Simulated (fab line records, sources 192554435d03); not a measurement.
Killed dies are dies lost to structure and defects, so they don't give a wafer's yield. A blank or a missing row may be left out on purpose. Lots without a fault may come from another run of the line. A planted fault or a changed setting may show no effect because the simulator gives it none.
Which tool did it? | flow n5_finfet | 24 lots, 72 wafers sampled, at 4 steps of a route of 1938

WHAT THE GAUGES READ, wafer by wafer
N5_GATE_CUT_INSPECT_15: inspects for defects (brightfield).
lot  | measured     | on                | raw_defect_count
L074 | day 4 11:40  | defect_inspect-02 | 107 147 136
L075 | day 4 18:50  | defect_inspect-02 | 99 175 140
L076 | day 5 01:49  | defect_inspect-01 | 141 94 160
L077 | day 5 05:22  | defect_inspect-01 | 124 157 169
L078 | day 5 12:03  | defect_inspect-01 | 108 95 107
L079 | day 5 21:23  | defect_inspect-02 | 97 142 85
L080 | day 5 23:50  | defect_inspect-02 | 78 98 115
L081 | day 6 06:07  | defect_inspect-02 | 122 115 145
L082 | day 6 13:30  | defect_inspect-02 | 135 112 134
L083 | day 6 18:39  | defect_inspect-01 | 133 168 119
L084 | day 7 05:34  | defect_inspect-02 | 231 144 193
L085 | day 7 07:29  | defect_inspect-01 | 241 126 185
L086 | day 7 15:52  | defect_inspect-02 | 102 104 127
L087 | day 7 21:23  | defect_inspect-02 | 67 92 70
L088 | day 7 22:22  | defect_inspect-02 | 84 92 131
L089 | day 8 05:47  | defect_inspect-01 | 141 151 206
L090 | day 8 14:01  | defect_inspect-02 | 211 127 182
L091 | day 8 19:27  | defect_inspect-02 | 88 125 76
L092 | day 9 01:22  | defect_inspect-01 | 208 94 92
L093 | day 9 07:35  | defect_inspect-02 | 55 75 97
L094 | day 9 15:32  | defect_inspect-01 | 177 132 126
L095 | day 9 20:35  | defect_inspect-01 | 98 86 122
L096 | day 10 01:09 | defect_inspect-01 | 132 132 159
L097 | day 10 10:35 | defect_inspect-02 | 143 236 128

N5_GATE_CUT_INSPECT_26: inspects for defects (darkfield).
lot  | measured     | on                | raw_defect_count
L074 | day 4 15:04  | defect_inspect-01 | 80 36 40
L075 | day 4 22:41  | defect_inspect-01 | 25 55 43
L076 | day 5 06:44  | defect_inspect-01 | 50 93 47
L077 | day 5 08:49  | defect_inspect-01 | 40 50 50
L078 | day 5 15:27  | defect_inspect-01 | 74 43 35
L079 | day 6 01:08  | defect_inspect-02 | 39 38 50
L080 | day 6 03:15  | defect_inspect-01 | 78 28 65
L081 | day 6 09:40  | defect_inspect-02 | 37 28 35
L082 | day 6 16:57  | defect_inspect-01 | 60 55 30
L083 | day 6 22:06  | defect_inspect-01 | 23 57 27
L084 | day 7 09:26  | defect_inspect-01 | 41 51 54
L085 | day 7 10:54  | defect_inspect-01 | 32 45 18
L086 | day 7 19:15  | defect_inspect-01 | 20 33 28
L087 | day 8 01:04  | defect_inspect-01 | 25 43 71
L088 | day 8 02:10  | defect_inspect-01 | 33 29 37
L089 | day 8 09:21  | defect_inspect-02 | 33 55 34
L090 | day 8 17:25  | defect_inspect-02 | 26 70 55
L091 | day 8 23:17  | defect_inspect-02 | 48 34 63
L092 | day 9 04:46  | defect_inspect-01 | 53 99 103
L093 | day 9 11:09  | defect_inspect-02 | 31 32 58
L094 | day 9 19:01  | defect_inspect-01 | 31 36 39
L095 | day 10 01:26 | defect_inspect-02 | 33 62 30
L096 | day 10 04:33 | defect_inspect-01 | 17 17 34
L097 | day 10 14:07 | defect_inspect-02 | 18 34 32

N5_MOL_CONTACT_COAG_OVL_MEAS_09.
lot  | measured     | on         | CA_OVL (nm)
L074 | day 4 15:31  | overlay-02 | 0.1 0.8 0.8
L075 | day 4 23:01  | overlay-02 | 0.1 -1.2 -1.2
L076 | day 5 07:04  | overlay-01 | -0.2 -0.3 -0.5
L077 | day 5 09:17  | overlay-01 | 0.0 0.9 -0.6
L078 | day 5 15:47  | overlay-01 | 0.0 -0.1 0.1
L079 | day 6 01:28  | overlay-02 | -0.4 0.6 -1.1
L080 | day 6 03:43  | overlay-02 | 0.2 0.7 2.4
L081 | day 6 10:01  | overlay-01 | -0.6 0.5 0.7
L082 | day 6 17:16  | overlay-01 | -0.1 0.9 0.2
L083 | day 6 22:26  | overlay-01 | 0.4 0.5 -0.8
L084 | day 7 09:54  | overlay-01 | 0.0 -0.8 -0.6
L085 | day 7 11:14  | overlay-01 | 0.8 0.7 1.8
L086 | day 7 19:43  | overlay-02 | 0.2 0.5 -0.1
L087 | day 8 01:23  | overlay-01 | -1.5 0.0 -0.5
L088 | day 8 02:30  | overlay-02 | -0.8 0.7 -1.0
L089 | day 8 09:41  | overlay-01 | 1.0 -0.4 -1.3
L090 | day 8 17:45  | overlay-02 | -0.3 0.3 -0.4
L091 | day 8 23:44  | overlay-01 | 0.3 -0.4 0.1
L092 | day 9 05:06  | overlay-02 | 0.4 -0.2 -1.2
L093 | day 9 11:29  | overlay-02 | -0.2 0.5 0.0
L094 | day 9 19:29  | overlay-01 | 0.2 -0.5 -1.0
L095 | day 10 01:47 | overlay-02 | 0.3 -0.7 -1.4
L096 | day 10 05:01 | overlay-01 | -0.2 0.0 0.7
L097 | day 10 14:35 | overlay-02 | 1.2 0.5 0.3

WHICH TOOL RAN EACH LOT (tool, then ch and the chambers of the sampled wafers, then the start)
lot  | N5_GATE_CUT_STRIP_59
L074 | rie_diel-02 ch 1,2,3, day 4 08:15
L075 | rie_diel-02 ch 0,1, day 4 15:36
L076 | rie_diel-02 ch 0,2, day 4 22:26
L077 | rie_diel-02 ch 0,1, day 5 01:15
L078 | rie_diel-06 ch 1,2, day 5 08:41
L079 | rie_diel-04 ch 0,1,3, day 5 18:00
L080 | rie_diel-06 ch 0,2,3, day 5 20:26
L081 | rie_diel-06 ch 2,3, day 6 02:51
L082 | rie_diel-06 ch 1,2,3, day 6 10:07
L083 | rie_diel-06 ch 0,1,2, day 6 15:01
L084 | rie_diel-02 ch 1,2,3, day 7 02:16
L085 | rie_diel-06 ch 0,2, day 7 02:45
L086 | rie_diel-04 ch 1,2,3, day 7 12:29
L087 | rie_diel-02 ch 0,2, day 7 18:09
L088 | rie_diel-06 ch 1,2, day 7 19:07
L089 | rie_diel-04 ch 0,1,3, day 8 02:25
L090 | rie_diel-02 ch 0,1,2, day 8 10:45
L091 | rie_diel-04 ch 0,2,3, day 8 15:19
L092 | rie_diel-06 ch 0,1, day 8 21:07
L093 | rie_diel-04 ch 2,3, day 9 04:13
L094 | rie_diel-06 ch 0,2,3, day 9 12:02
L095 | rie_diel-02 ch 0,1, day 9 17:11
L096 | rie_diel-04 ch 0,1,3, day 9 20:34
L097 | rie_diel-06 ch 0,2, day 10 07:19
- N5_GATE_CUT_STRIP_59: strips in N2/H2, time 20 s.

WHAT THE TOOLS THEMSELVES READ (means of the sampled wafers that have a number; where no wafer has one, the mark that the record gives instead)
N5_GATE_CUT_STRIP_59.
lot  | tool        | drypump_motor_current_A (A) | n2_flow_sccm (sccm) | oes_product_au (a.u.) | rf_vpp_V (V) | showerhead_plenum_p_Torr (Torr) | throttle_valve_pct (%)
L074 | rie_diel-02 | 5.8                         | 301.4               | 0.78                  | 44.9         | 3.42                            | 12.32
L075 | rie_diel-02 | 5.2                         | 300.5               | 0.72                  | 45.3         | 3.36                            | 12.51
L076 | rie_diel-02 | 5.5                         | 300.6               | 0.69                  | 45.8         | 3.33                            | 12.39
L077 | rie_diel-02 | 5.6                         | 299.8               | 0.73                  | 45.1         | 3.35                            | 12.41
L078 | rie_diel-06 | 5.6                         | 300.6               | 0.85                  | 44.4         | 3.34                            | 12.21
L079 | rie_diel-04 | 5.3                         | 299.1               | 0.77                  | 45.9         | 3.39                            | 12.26
L080 | rie_diel-06 | 5.6                         | 300.4               | 0.81                  | 45.7         | 3.52                            | 12.18
L081 | rie_diel-06 | 5.8                         | 300.6               | 0.82                  | 44.7         | 3.47                            | 12.15
L082 | rie_diel-06 | 5.6                         | 299.5               | 0.84                  | 46.1         | 3.43                            | 12.15
L083 | rie_diel-06 | 5.7                         | 300.2               | 0.81                  | 45.8         | 3.41                            | 12.28
L084 | rie_diel-02 | 5.8                         | 300.4               | 0.87                  | 45.2         | 3.41                            | 12.16
L085 | rie_diel-06 | 5.9                         | 300.0               | 0.76                  | 45.8         | 3.45                            | 12.30
L086 | rie_diel-04 | 5.4                         | 300.9               | 0.71                  | 44.6         | 3.35                            | 12.34
L087 | rie_diel-02 | 5.1                         | 300.6               | 0.77                  | 45.4         | 3.33                            | 12.34
L088 | rie_diel-06 | 5.6                         | 299.8               | 0.82                  | 45.2         | 3.33                            | 12.26
L089 | rie_diel-04 | 5.3                         | 299.8               | 0.76                  | 45.4         | 3.38                            | 12.30
L090 | rie_diel-02 | 5.5                         | 299.9               | 0.79                  | 44.9         | 3.32                            | 12.26
L091 | rie_diel-04 | 5.6                         | 300.2               | 0.76                  | 45.5         | 3.34                            | 12.21
L092 | rie_diel-06 | 5.5                         | 300.3               | 0.78                  | 45.6         | 3.45                            | 12.35
L093 | rie_diel-04 | 5.6                         | 299.8               | 0.72                  | 44.8         | 3.31                            | 12.27
L094 | rie_diel-06 | 5.6                         | 300.0               | 0.79                  | 45.2         | 3.51                            | 12.24
L095 | rie_diel-02 | 5.2                         | 299.4               | 0.69                  | 45.6         | 3.34                            | 12.61
L096 | rie_diel-04 | 5.3                         | 301.2               | 0.74                  | 44.3         | 3.37                            | 12.34
L097 | rie_diel-06 | 5.8                         | 299.6               | 0.75                  | 45.9         | 3.48                            | 12.37

THE ANSWER, worked out from the rows above alone
Rule: what is usual is taken from the lots themselves. Put in order of their means at a reading, lots are off if they are a third of the lots or fewer, leave a main group of 4 or more, and stand apart from it by a gap of 3 or more times the standard deviation of the main group's means; of several such gaps the widest counts. A main group whose means are all the same, to the digits that the tables above print for the reading, isn't used. A lot without any number at a reading at which 4 lots or more have one is off too. The other lots that the step has rows for count as sound. The gauges are gone through in route order, then the tools' own readings, and for those a lot's mean is taken as printed above. The first step at which some lot is off is used, and at that step the reading that is off furthest; a lot without a number counts as furthest.
No lot is off at any reading shown: from this, nothing can be told.

WHAT THE SIMULATOR HAD PUT IN
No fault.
